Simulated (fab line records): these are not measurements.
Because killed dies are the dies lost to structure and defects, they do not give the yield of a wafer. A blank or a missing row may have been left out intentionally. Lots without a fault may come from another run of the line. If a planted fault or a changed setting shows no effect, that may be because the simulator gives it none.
fab line records + flow nand-harc
record:
- lots: 11
- wafers: 33
- last-day: 24
route steps=1159 shown A_CONTACT@956 A_BLC@978 END@1159
lots untouched by any fault: they come from a run of this same line in which no faults occurred
start-h: start of the lot's first displayed wafer, in hours after the record's first day + wait-h: hours from the lot's prior step to this one + " same as the row above + L1.1+2: a single row standing in for several wafers + - no value, or no start was given + * or withheld: withheld + < > ~ a bound
route shown NAME@n: names a module that has steps shown in the file, with the first one's number in the route + usual: mean/standard deviation taken from wafers without a fault + same: alike in all rows + chamber/n: place in a boat + sites: per-site readings + _std_site: the values' standard deviation + _edge_site: mean of outer sites minus mean of inner sites + radius-mm: how far each site lies from the wafer's centre + mask NAME#n: copy n + behind: the last tool/chamber to shape the wafer + hold: why the lot went on hold/how many hours it stayed there/how the hold came to an end + device: the transistor (n, p or np) that didn't switch + end of line: the same wafers' tests at the end of the route + a step without rows: its recipe alone + killed: dies that structure and defects cost at the first sort, which is not the same as the wafer's yield + map: a wafer's dies, x killed, . not, _ none there
set.NAME: the run value of the setting; set.NAME@STEP: its run value at that earlier step + model.NAME: the simulator's own value behind a step, which no gauge read
one table for each step of the route and one row for each wafer, over a sample of lots
services: from which hour (start-h, from the record's first day; less than 0 if before it) a tool's chamber was out of use, for how many hours, and why
== steps ==
step: NHARC_A_CONTACT_STRIP_26
recipe:
- o2-flow-sccm: 500
- ar-flow-sccm: 0
- bias-w: 0
- chemistry: O2
usual:
- drypump-motor-current-A: 5.7/0.46
- mfc-ar-sccm: 0.007/0.011
- oes-product-au: 0.998/0.0098
- rf-vpp-V: 57.8/0.84
- showerhead-plenum-p-Torr: 3.56/0.12
- throttle-valve-pct: 17.037/0.0089
| lot.wafer | tool        | chamber | start-h | wait-h | drypump-motor-current-A | mfc-ar-sccm | oes-product-au | rf-hours-counter-h | rf-vpp-V | showerhead-plenum-p-Torr | throttle-valve-pct |
|-----------|-------------|---------|---------|--------|-------------------------|-------------|----------------|--------------------|----------|--------------------------|--------------------|
| L545.4    | rie-diel-06 | 0       | -       | -      | 5.6                     | 0.003       | 1.003          | 39                 | 57.1     | 3.29                     | 17.028             |
| L545.5    | "           | 1       | "       | "      | 6.1                     | 0           | 0.980          | -                  | 57.6     | 3.40                     | 17.044             |
| L545.6    | "           | 2       | "       | "      | 5.0                     | 0           | 1.013          | -                  | 58.0     | 3.58                     | 17.060             |
| L542.4    | rie-diel-06 | 3       | -       | -      | 6.1                     | 0           | 1.004          | 54                 | 58.5     | 3.55                     | 17.039             |
| L542.1    | "           | 0       | "       | "      | 5.7                     | 0.003       | 1.008          | 41                 | 57.3     | 3.28                     | 17.044             |
| L542.2    | "           | 1       | "       | "      | 6.0                     | 0           | 0.989          | 62                 | 55.4     | 3.40                     | 17.032             |
| L543.4    | rie-diel-11 | 3       | -       | -      | 5.6                     | 0           | 1.000          | 8                  | 57.4     | 3.74                     | 17.036             |
| L543.1    | "           | 0       | "       | "      | 5.1                     | 0           | 0.992          | 7                  | 56.5     | 3.33                     | 17.031             |
| L543.6    | "           | 2       | "       | "      | 5.5                     | 0.028       | 0.996          | -                  | 58.3     | 3.65                     | 17.042             |
| L544.4    | rie-diel-09 | 2       | -       | -      | 6.2                     | 0           | 1.002          | 46                 | 57.6     | 3.58                     | 17.050             |
| L544.1    | "           | 0       | "       | "      | 4.8                     | 0           | 0.997          | 58                 | 57.8     | 3.49                     | 17.019             |
| L544.6    | "           | 1       | "       | "      | 5.8                     | 0.029       | 1.003          | -                  | 58.1     | 3.56                     | 17.051             |
| L546.2    | rie-diel-09 | 3       | -       | -      | 6.4                     | 0.009       | 1.006          | 48                 | 58.7     | 3.56                     | 17.041             |
| L546.4    | "           | 0       | "       | "      | 4.8                     | 0           | 1.009          | 58                 | 57.7     | 3.49                     | 17.038             |
| L546.6    | "           | 2       | "       | "      | 6.2                     | 0           | 1.013          | -                  | 56.9     | 3.58                     | 17.030             |
| L550.1    | rie-diel-11 | 3       | -       | -      | 5.6                     | 0           | 1.009          | 14                 | 59.1     | 3.74                     | 17.033             |
| L550.5    | "           | 1       | "       | "      | 5.8                     | 0.005       | 1.013          | -                  | 56.2     | 3.65                     | 17.040             |
| L550.6    | "           | 2       | "       | "      | 5.4                     | 0.028       | 0.990          | -                  | 57.5     | 3.65                     | 17.044             |
| L553.2    | rie-diel-06 | 2       | -       | -      | 5.0                     | 0           | 1.001          | 8                  | 58.6     | 3.57                     | 17.050             |
| L553.4    | "           | 0       | "       | "      | 5.6                     | 0.003       | 0.988          | 8                  | 56.7     | 3.80                     | 17.056             |
| L553.6    | "           | 2       | "       | "      | 5.0                     | 0           | 0.997          | -                  | 57.8     | 3.57                     | 17.016             |
| L561.3    | rie-diel-11 | 3       | -       | -      | 5.6                     | 0           | 1.003          | 24                 | 58.6     | 3.73                     | 17.025             |
| L561.5    | "           | 1       | "       | "      | 5.7                     | 0.005       | 0.993          | -                  | 58.7     | 3.64                     | 17.035             |
| L561.6    | "           | 2       | "       | "      | 5.4                     | 0.028       | 0.988          | -                  | 58.2     | 3.64                     | 17.047             |
| L560.4    | rie-diel-06 | 0       | -       | -      | 5.6                     | 0.003       | 0.990          | 25                 | 58.8     | 3.79                     | 17.013             |
| L560.3    | "           | 2       | "       | "      | 5.0                     | 0           | 0.987          | 25                 | 56.4     | 3.56                     | 17.044             |
| L560.6    | "           | 0       | "       | "      | 5.6                     | 0.003       | 0.989          | -                  | 58.6     | 3.79                     | 17.045             |
| L563.3    | rie-diel-06 | 1       | -       | -      | 6.0                     | 0           | 0.985          | 39                 | 58.3     | 3.38                     | 17.050             |
| L563.4    | "           | 3       | "       | "      | 6.1                     | 0           | 1.000          | 34                 | 58.2     | 3.53                     | 17.044             |
| L563.6    | "           | 2       | "       | "      | 5.0                     | 0           | 1.005          | -                  | 58.7     | 3.56                     | 17.031             |
| L565.3    | rie-diel-11 | 2       | -       | -      | 5.4                     | 0.028       | 0.996          | 30                 | 57.7     | 3.64                     | 17.044             |
| L565.6    | "           | 2       | "       | "      | 5.4                     | 0.028       | 1.001          | -                  | 57.7     | 3.64                     | 17.035             |
| L565.5    | "           | 3       | "       | "      | 5.6                     | 0           | 1.010          | -                  | 58.4     | 3.73                     | 17.024             |
step: NHARC_A_BLC_ETCH_16
recipe:
- target-depth-a: 390
- over-etch-frac: 0.3
- time-s: 65
- ion-energy-ev: 80
- cf4-flow-sccm: 150
- ar-flow-sccm: 0
- rf-w: 300
- bias-w: 100
- chemistry: CF4
usual:
- drypump-motor-current-A: 5.8/0.55
- mfc-ar-sccm: 0.008/0.013
- oes-product-au: 1.004/0.011
- rf-fwd-power-W: 296.7/1.3
- rf-vpp-V: 151.1/1.3
- run-length-s: 86.5/0.33
- showerhead-plenum-p-Torr: 1.74/0.075
- throttle-valve-pct: 13.284/0.0086
| lot.wafer | tool        | chamber | start-h | wait-h | drypump-motor-current-A | mfc-ar-sccm | oes-product-au | rf-fwd-power-W | rf-hours-counter-h | rf-vpp-V | run-length-s | showerhead-plenum-p-Torr | throttle-valve-pct |
|-----------|-------------|---------|---------|--------|-------------------------|-------------|----------------|----------------|--------------------|----------|--------------|--------------------------|--------------------|
| L545.5    | rie-diel-12 | 1       | 396.95  | 0.1    | 6.4                     | 0.029       | 1.012          | 297.5          | -                  | 151.1    | 87.2         | 1.72                     | 13.277             |
| L545.6    | "           | 3       | "       | "      | 5.4                     | 0           | 1.012          | 297.3          | -                  | 150.4    | 86.5         | 1.66                     | 13.286             |
| L545.4    | "           | 0       | "       | "      | 6.7                     | 0.008       | 1.011          | 296.1          | -                  | 149.7    | 86.7         | 1.67                     | 13.278             |
| L542.1    | rie-diel-02 | 3       | 405.60  | 0.1    | 5.7                     | 0.001       | 1.007          | 297.5          | 5                  | 153.7    | 86.6         | 1.84                     | 13.283             |
| L542.2    | "           | 0       | "       | "      | 5.7                     | 0           | 0.999          | 297.6          | 5                  | 150.3    | 86.8         | 1.66                     | 13.279             |
| L542.4    | "           | 1       | "       | "      | 5.9                     | 0.035       | 1.015          | 295.9          | 6                  | 151.8    | 86.7         | 1.83                     | 13.287             |
| L543.4    | rie-diel-12 | 2       | 405.94  | 0.1    | 4.8                     | 0           | 1.009          | 296.4          | 2                  | 152.4    | 86.4         | 1.84                     | 13.282             |
| L543.1    | "           | 0       | "       | "      | 6.7                     | 0.008       | 1.017          | 297.2          | 3                  | 150.6    | 86.6         | 1.67                     | 13.293             |
| L543.6    | "           | 2       | "       | "      | 4.8                     | 0           | 1.005          | 295.6          | -                  | 152.0    | 86.4         | 1.84                     | 13.287             |
| L544.1    | rie-diel-02 | 3       | 407.45  | 0.4    | 5.7                     | 0.001       | 1.000          | 297.1          | 6                  | 151.2    | 86.0         | 1.84                     | 13.302             |
| L544.4    | "           | 0       | "       | "      | 5.7                     | 0           | 1.004          | 295.9          | 6                  | 148.8    | 86.6         | 1.66                     | 13.278             |
| L544.6    | "           | 0       | "       | "      | 5.7                     | 0           | 1.003          | 296.9          | -                  | 150.2    | 86.5         | 1.66                     | 13.299             |
| L546.2    | rie-diel-12 | 2       | 407.98  | 0.1    | 4.8                     | 0           | 0.991          | 294.3          | 3                  | 151.7    | 86.4         | 1.84                     | 13.269             |
| L546.4    | "           | 3       | "       | "      | 5.4                     | 0           | 1.003          | 296.6          | 4                  | 150.6    | 86.7         | 1.66                     | 13.281             |
| L546.6    | "           | 1       | "       | "      | 6.4                     | 0.029       | 1.002          | 296.3          | -                  | 149.5    | 86.6         | 1.72                     | 13.298             |
| L550.1    | rie-diel-02 | 0       | 435.11  | 0.1    | 5.7                     | 0           | 1.002          | 296.4          | 9                  | 148.5    | 86.3         | 1.66                     | 13.272             |
| L550.5    | "           | 1       | "       | "      | 5.8                     | 0.035       | 1.020          | 294.5          | -                  | 151.0    | 86.7         | 1.83                     | 13.291             |
| L550.6    | "           | 2       | "       | "      | 5.8                     | 0           | 1.007          | -              | -                  | 151.8    | 71.8         | 1.78                     | 13.289             |
| L553.4    | rie-diel-02 | 1       | 450.94  | 0.1    | 5.9                     | 0.035       | 1.014          | 297.5          | 12                 | 153.2    | 86.9         | 1.83                     | 13.288             |
| L553.2    | "           | 2       | "       | "      | 5.8                     | 0           | 0.990          | -              | 12                 | 151.2    | 71.4         | 1.78                     | 13.289             |
| L553.6    | "           | 0       | "       | "      | 5.7                     | 0           | 1.002          | -              | -                  | 149.8    | 71.5         | 1.66                     | 13.282             |
| L561.3    | rie-diel-07 | 0       | 495.15  | 0.1    | 6.5                     | 0.032       | 0.988          | 296.3          | 29                 | 150.0    | 85.8         | 1.68                     | 13.294             |
| L561.5    | "           | 2       | "       | "      | 5.7                     | 0           | 0.996          | 297.2          | -                  | 151.6    | 86.0         | 1.82                     | 13.295             |
| L561.6    | "           | 3       | "       | "      | 6.4                     | 0           | 1.031          | 296.3          | -                  | 152.9    | 86.8         | 1.78                     | 13.283             |
| L560.4    | rie-diel-07 | 3       | 500.54  | 0.1    | 6.4                     | 0           | 1.005          | 295.2          | 30                 | 152.3    | 86.5         | 1.78                     | 13.292             |
| L560.3    | "           | 0       | "       | "      | 6.5                     | 0.032       | 0.988          | 296.3          | 29                 | 149.4    | 86.3         | 1.68                     | 13.302             |
| L560.6    | "           | 2       | "       | "      | 5.8                     | 0           | 0.999          | 296.9          | -                  | 151.8    | 85.9         | 1.82                     | 13.290             |
| L563.3    | rie-diel-12 | 3       | 521.72  | 0.1    | 5.4                     | 0           | 1.012          | 296.6          | 15                 | 150.7    | 86.2         | 1.66                     | 13.287             |
| L563.4    | "           | 0       | "       | "      | 6.7                     | 0.008       | 1.009          | 296.7          | 15                 | 150.2    | 86.4         | 1.67                     | 13.300             |
| L563.6    | "           | 2       | "       | "      | 4.8                     | 0           | 1.008          | 295.2          | -                  | 151.9    | 87.0         | 1.84                     | 13.272             |
| L565.3    | rie-diel-12 | 1       | 523.70  | 0.1    | 6.4                     | 0.029       | 1.002          | 296.5          | 16                 | 150.7    | 86.9         | 1.72                     | 13.286             |
| L565.6    | "           | 0       | "       | "      | 6.7                     | 0.008       | 1.005          | 296.6          | -                  | 149.8    | 86.5         | 1.67                     | 13.295             |
| L565.5    | "           | 1       | "       | "      | 6.4                     | 0.029       | 1.013          | 295.9          | -                  | 150.4    | 86.7         | 1.72                     | 13.277             |
step: NHARC_A_BLC_STRIP_29
recipe:
- cf4-flow-sccm: 150
- ar-flow-sccm: 0
- bias-w: 0
- chemistry: CF4
usual:
- drypump-motor-current-A: 5.9/0.56
- mfc-ar-sccm: 0.009/0.014
- oes-product-au: 1.005/0.011
- rf-vpp-V: 59.2/0.92
- showerhead-plenum-p-Torr: 1.74/0.075
- throttle-valve-pct: 13.283/0.0094
| lot.wafer | tool        | chamber | start-h | wait-h | drypump-motor-current-A | mfc-ar-sccm | oes-product-au | rf-hours-counter-h | rf-vpp-V | showerhead-plenum-p-Torr | throttle-valve-pct |
|-----------|-------------|---------|---------|--------|-------------------------|-------------|----------------|--------------------|----------|--------------------------|--------------------|
| L545.4    | rie-diel-12 | 2       | 398.22  | 0.1    | 4.8                     | 0           | 0.996          | 1                  | 59.7     | 1.84                     | 13.296             |
| L545.6    | "           | 1       | "       | "      | 6.4                     | 0.029       | 1.009          | -                  | 57.8     | 1.72                     | 13.277             |
| L545.5    | "           | 2       | "       | "      | 4.8                     | 0           | 0.997          | -                  | 60.2     | 1.84                     | 13.288             |
| L542.1    | rie-diel-12 | 3       | 406.84  | 0.3    | 5.4                     | 0           | 0.999          | 3                  | 59.0     | 1.66                     | 13.274             |
| L542.4    | "           | 0       | "       | "      | 6.7                     | 0.008       | 1.011          | 4                  | 57.3     | 1.67                     | 13.288             |
| L542.2    | "           | 2       | "       | "      | 4.8                     | 0           | 0.997          | 2                  | 61.0     | 1.84                     | 13.292             |
| L543.1    | rie-diel-12 | 1       | 406.93  | 0.1    | 6.4                     | 0.029       | 1.016          | 3                  | 58.7     | 1.72                     | 13.295             |
| L543.4    | "           | 2       | "       | "      | 4.8                     | 0           | 1.003          | 2                  | 59.5     | 1.84                     | 13.284             |
| L543.6    | "           | 3       | "       | "      | 5.4                     | 0           | 1.004          | -                  | 60.6     | 1.66                     | 13.290             |
| L544.1    | rie-diel-02 | 1       | 408.46  | 0.1    | 5.8                     | 0.035       | 1.014          | 8                  | 59.6     | 1.84                     | 13.275             |
| L544.4    | "           | 2       | "       | "      | 5.8                     | 0           | 0.984          | 8                  | 59.2     | 1.78                     | 13.282             |
| L544.6    | "           | 2       | "       | "      | 5.8                     | 0           | 0.979          | -                  | 60.6     | 1.78                     | 13.267             |
| L546.4    | rie-diel-02 | 2       | 409.02  | 0.1    | 5.8                     | 0           | 0.980          | 8                  | 57.7     | 1.78                     | 13.277             |
| L546.2    | "           | 3       | "       | "      | 5.7                     | 0.001       | 1.008          | 6                  | 60.0     | 1.84                     | 13.288             |
| L546.6    | "           | 2       | "       | "      | 5.8                     | 0           | 0.994          | -                  | 58.9     | 1.78                     | 13.281             |
| L550.1    | rie-diel-12 | 1       | 436.07  | 0.1    | 6.4                     | 0.029       | 1.002          | 7                  | 59.1     | 1.72                     | 13.279             |
| L550.6    | "           | 3       | "       | "      | 5.4                     | 0           | 1.009          | -                  | 58.4     | 1.66                     | 13.287             |
| L550.5    | "           | 0       | "       | "      | 6.7                     | 0.008       | 1.000          | -                  | 58.9     | 1.67                     | 13.295             |
| L553.2    | rie-diel-07 | 3       | 451.88  | 0.1    | 6.4                     | 0           | 1.011          | 17                 | 60.3     | 1.79                     | 13.286             |
| L553.4    | "           | 0       | "       | "      | 6.5                     | 0.032       | 0.986          | 17                 | 59.4     | 1.69                     | 13.283             |
| L553.6    | "           | 0       | "       | "      | 6.6                     | 0.032       | 0.975          | -                  | 59.6     | 1.69                     | 13.282             |
| L561.3    | rie-diel-02 | 0       | 496.13  | 0.1    | 5.7                     | 0           | 1.006          | 15                 | 59.6     | 1.66                     | 13.296             |
| L561.6    | "           | 1       | "       | "      | 5.9                     | 0.035       | 1.027          | -                  | 60.0     | 1.83                     | 13.294             |
| L561.5    | "           | 2       | "       | "      | 5.8                     | 0           | 0.996          | -                  | 59.8     | 1.78                     | 13.285             |
| L560.4    | rie-diel-02 | 1       | 501.53  | 0.1    | 5.8                     | 0.035       | 1.031          | 16                 | 60.0     | 1.83                     | 13.269             |
| L560.3    | "           | 2       | "       | "      | 5.8                     | 0           | 0.998          | 17                 | 59.8     | 1.78                     | 13.292             |
| L560.6    | "           | 1       | "       | "      | 5.9                     | 0.035       | 1.026          | -                  | 58.7     | 1.83                     | 13.287             |
| L563.4    | rie-diel-02 | 0       | 522.67  | 0.1    | 5.7                     | 0           | 1.003          | 2                  | 59.5     | 1.66                     | 13.265             |
| L563.3    | "           | 3       | "       | "      | 5.7                     | 0.001       | 1.017          | 2                  | 59.3     | 1.84                     | 13.283             |
| L563.6    | "           | 1       | "       | "      | 5.8                     | 0.035       | 1.026          | -                  | 58.7     | 1.83                     | 13.277             |
| L565.3    | rie-diel-02 | 3       | 524.73  | 0.1    | 5.7                     | 0.001       | 1.015          | 2                  | 61.0     | 1.84                     | 13.291             |
| L565.5    | "           | 3       | "       | "      | 5.7                     | 0.001       | 1.020          | -                  | 59.0     | 1.84                     | 13.295             |
| L565.6    | "           | 0       | "       | "      | 5.7                     | 0           | 1.014          | -                  | 58.6     | 1.66                     | 13.285             |
step: NHARC_A_BLC_ALD_23
recipe:
- target-thk-a: 30
- pulse-time-s: 1
- ald-cycles: 150
- temp-c: 450
- material: TiN
usual:
- heater-power-w: 1091/89
- precursor-pulse-height-rel: 1.003/0.02
- susceptor-temp-C: 450.02/0.26
| lot.wafer | tool         | chamber | start-h | wait-h | heater-power-w | precursor-pulse-height-rel | susceptor-temp-C |
|-----------|--------------|---------|---------|--------|----------------|----------------------------|------------------|
| L545.4    | ald-metal-04 | 2       | 399.02  | -      | 1269           | 1.005                      | 450.28           |
| L545.5    | "            | 0       | "       | "      | 1168           | 0.987                      | 449.95           |
| L545.6    | "            | 1       | "       | "      | 982            | 1.035                      | 450.51           |
| L542.2    | ald-metal-03 | 1       | 407.65  | -      | 1097           | 1.003                      | 450.36           |
| L542.4    | "            | 2       | "       | "      | 1124           | 1.001                      | 450.01           |
| L542.1    | "            | 3       | "       | "      | 1123           | 1.032                      | 450.12           |
| L543.1    | ald-metal-02 | 0       | 407.80  | -      | 1117           | 0.978                      | -                |
| L543.4    | "            | 1       | "       | "      | 1156           | 0.986                      | -                |
| L543.6    | "            | 1       | "       | "      | 1132           | 0.969                      | -                |
| L544.4    | ald-metal-02 | 0       | 409.24  | -      | 1092           | 1.011                      | 450.03           |
| L544.1    | "            | 3       | "       | "      | 907            | 1.010                      | 450.19           |
| L544.6    | "            | 1       | "       | "      | 1153           | 1.009                      | 449.33           |
| L546.4    | ald-metal-02 | 2       | 409.82  | -      | 1043           | 1.002                      | 449.97           |
| L546.2    | "            | 3       | "       | "      | 947            | 0.996                      | 449.48           |
| L546.6    | "            | 1       | "       | "      | 1142           | 0.994                      | 449.93           |
| L550.1    | ald-metal-04 | 1       | 436.89  | -      | 926            | 0.997                      | 450.30           |
| L550.5    | "            | 3       | "       | "      | 988            | 0.991                      | 450.05           |
| L550.6    | "            | 0       | "       | "      | 1040           | 0.975                      | 450.14           |
| L553.2    | ald-metal-03 | 3       | 452.70  | -      | 1123           | 1.011                      | 449.97           |
| L553.4    | "            | 0       | "       | "      | 1227           | 1.026                      | 450.03           |
| L553.6    | "            | 2       | "       | "      | 1119           | 1.001                      | 450.08           |
| L561.3    | ald-metal-04 | 2       | 496.88  | -      | 1227           | 0.973                      | 450.09           |
| L561.5    | "            | 1       | "       | "      | 953            | 0.995                      | 449.95           |
| L561.6    | "            | 2       | "       | "      | 1221           | 1.003                      | 449.80           |
| L560.3    | ald-metal-02 | 3       | 502.35  | -      | 913            | 1.002                      | 449.81           |
| L560.4    | "            | 0       | "       | "      | 1166           | 1.001                      | 449.92           |
| L560.6    | "            | 2       | "       | "      | 1046           | 1.023                      | 450.03           |
| L563.4    | ald-metal-04 | 0       | 523.48  | -      | 1060           | 0.993                      | 450.24           |
| L563.3    | "            | 1       | "       | "      | 948            | 0.990                      | 450.09           |
| L563.6    | "            | 3       | "       | "      | 997            | 1.020                      | 449.91           |
| L565.3    | ald-metal-04 | 2       | 525.56  | -      | 1245           | 1.046                      | 449.99           |
| L565.5    | "            | 3       | "       | "      | 1009           | 1.004                      | 450.16           |
| L565.6    | "            | 0       | "       | "      | 1060           | 1.032                      | 450.00           |
step: NHARC_END_SORT_01
recipe:
- temp-c: 25
usual:
- killed-at-array: 26/11
- killed-at-other: 0.6/1
- killed-at-periphery: 3.1/2.1
- killed-dies: 30/11
- killed-open: 3.4/1.8
- killed-short: 2.1/1.5
same:
- gross-dies: 677
| lot.wafer | tool      | chamber | start-h | wait-h | killed-at-array | killed-at-other | killed-at-periphery | killed-dies | killed-open | killed-short |
|-----------|-----------|---------|---------|--------|-----------------|-----------------|---------------------|-------------|-------------|--------------|
| L550.6    | prober-02 | 0       | 490.74  | 4.1    | 17              | 1               | 2                   | 20          | 3           | 0            |
killed by level:class
L550.6 A_CHANNEL_HOLE_D1:chamber-film-flake=5 A_WL_FILL:chamber-film-flake=2 A_ZERO_WELL:chamber-film-flake=2 A_CHANNEL_FILL_D1:chamber-film-flake=2 A_CONTACT:chamber-film-flake=2 P_M0:geometric-particle:open=1 A_SGD_CUT:geometric-particle:open=1 A_CONTACT:geometric-particle:open=1
== services ==
| tool         | chamber | start-h | hours | kind   |
|--------------|---------|---------|-------|--------|
| rie-diel-07  | -       | 372.31  | 0.6   | repair |
| rie-diel-12  | 3       | 372.74  | 3.8   | repair |
| rie-diel-02  | 3       | 373.45  | 8.2   | repair |
| rie-diel-06  | 2       | 374.46  | 8.7   | repair |
| rie-diel-12  | -       | 379.40  | 9.0   | pm     |
| rie-diel-09  | 2       | 387.51  | 13.8  | repair |
| rie-diel-12  | 2       | 395.12  | 2.0   | repair |
| ald-metal-02 | 0       | 397.28  | 4.0   | repair |
| rie-diel-07  | -       | 405.36  | 9.0   | pm     |
| ald-metal-04 | -       | 406.00  | 10.0  | pm     |
| rie-diel-09  | 0       | 410.33  | 6.5   | repair |
| rie-diel-06  | -       | 419.60  | 9.0   | pm     |
| rie-diel-07  | 1       | 422.99  | 18.9  | repair |
| rie-diel-09  | -       | 431.16  | 9.0   | pm     |
| rie-diel-12  | 0       | 443.02  | 6.2   | repair |
| rie-diel-09  | 3       | 443.81  | 16.4  | repair |
| rie-diel-02  | 1       | 454.58  | 6.5   | repair |
| rie-diel-06  | -       | 469.88  | 0.4   | repair |
| ald-metal-04 | 2       | 483.82  | 3.1   | repair |
| ald-metal-03 | 2       | 497.63  | 59.5  | repair |
| ald-metal-03 | -       | 500.00  | 10.0  | pm     |
| rie-diel-02  | -       | 504.70  | 9.0   | pm     |
| rie-diel-09  | 3       | 506.58  | 1.9   | repair |
| rie-diel-07  | 1       | 520.77  | 3.4   | repair |
== key ==
first-sign:
- step: NHARC_A_BLC_ETCH_16
- reading: run-length-s
- direction: down
- sigmas: 45
- usual: *
- struck: *
effect none on later readings
met-at NHARC_A_BLC_ETCH_16
struck-lots L550,L553
struck-wafers L550.6,L553.2,L553.6
tester-left-out L550,L553
not-acting-at NHARC_A_CONTACT_STRIP_26,NHARC_A_BLC_STRIP_29,NHARC_A_BLC_ALD_23
onset-between 407.45 435.11
fault:
- kind: process-parameter-drift
- tool: rie-diel-02
- chamber: -
- onset-h: 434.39
- steps: NHARC_A_BLC_ETCH_16
- channel: time-s
- offset: *
- shape: step
- end-h: 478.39
- scope: struck-wafers-only
- acts-in: *
- stated: *
tester-left-out: of these lots the tester's yield and bins aren't shown, on N5 and GAA mostly nor the transistor test; their killed dies are dies lost to structure and defects alone, not to doping, threshold or leakage, so they don't give the yield
